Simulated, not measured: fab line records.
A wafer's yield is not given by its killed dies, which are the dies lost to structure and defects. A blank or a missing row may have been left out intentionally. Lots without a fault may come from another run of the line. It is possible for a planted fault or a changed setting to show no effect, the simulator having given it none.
Problem report, 8D (eight disciplines) form, completed by code ; flow nand-harc ; the parts of the form that need people (team, actions taken, sign-off) are left out

1. THE ISSUE
At NHARC_A_CHANNEL_HOLE_D1_ETCH_19, c4f8-flow-sccm averages 14.37 sccm over 3 wafers from 2 lots, while fault-free wafers read 28.80 sccm, standard deviation 0.086. So: -99 or more standard deviations from the usual mean.
The step: etches the open film in C4F8/O2/Ar, time 34.5 s.
Seen first at day 14 11:01 on har-etch-01, wafer L841.6. The record holds 36 wafers of 12 lots with a number at this step. Rule for "out" (also "out of limits"): further than 4 standard deviations from the usual mean. All remaining wafers that have a number are taken as sound.

2. WHAT THIS IS AND IS NOT
question;is;is not
which readings at this step;c4f8-flow-sccm, throttle-valve-pct;bias-v, drypump-motor-current-A, showerhead-plenum-p-Torr
which lots;L840, L841;L827, L830, L831, L832, L833, L842, L846, L848, L849, L850
which wafers of those lots;L840.1, L840.5, L841.6;L840.6, L841.3, L841.5
read on which tools;har-etch-01;har-etch-02
when;from day 14 11:01;"up to then (17 sound wafers); but 16 sound wafers of L840, L842, L846, L848, L849, L850 came after"

3. THE SUSPECTS, EACH WITH WHAT RULES IT OUT
Counting: a tool at a process step up to the reading stays a suspect if it ran every lot that is out. Sound lots after the first of them don't rule it out here, since some wafers of a struck lot are sound.
- har-etch-01 at NHARC_A_CHANNEL_HOLE_D1_ETCH_19 (etches the open film in C4F8/O2/Ar, time 34.5 s): kept. Every lot that is out went through it, the first being L841 (day 14 11:01); the last sound lot it ran before that was L833 (day 11 03:46). Out on those wafers are its own readings of c4f8-flow-sccm, throttle-valve-pct.
- Within har-etch-01 at NHARC_A_CHANNEL_HOLE_D1_ETCH_19: the wafers that are out ran in chamber 1; their sound lot-mates ran in chamber 0.
The count leaves har-etch-01 at NHARC_A_CHANNEL_HOLE_D1_ETCH_19.

4. THE CAUSE (what the simulator had put in)
har-etch-01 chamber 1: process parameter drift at NHARC_A_CHANNEL_HOLE_D1_ETCH_19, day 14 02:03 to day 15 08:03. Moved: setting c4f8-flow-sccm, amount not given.
Counting left only this tool.

5. SEQUENCE OF EFFECTS, ordered by route
Each row: a reading whose mean over the struck wafers that have a number lies more than 3 standard deviations from the usual. Scope: only readings with a usual standard deviation given in the record; hours: median across lots of the time from each lot's start at the first step in this table that gives one to its start at this step; sigmas: change in usual standard deviations.
hours;step;reading;usual;on struck wafers;change;sigmas
0;NHARC_A_CHANNEL_HOLE_D1_ETCH_19;c4f8-flow-sccm;28.80 sccm;14.37;-14.43;-99 or more
0;NHARC_A_CHANNEL_HOLE_D1_ETCH_19;throttle-valve-pct;37.036 %;36.071;-0.965;-99 or more
Here are the process steps it includes:
- NHARC_A_CHANNEL_HOLE_D1_ETCH_19: etches the open film in C4F8/O2/Ar, time 34.5 s.

6. HOW IT WOULD HAVE BEEN CAUGHT EARLIER
9 hours passed between the start of the fault at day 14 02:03 and the first reading out of limits in this record, taken at day 14 11:01.
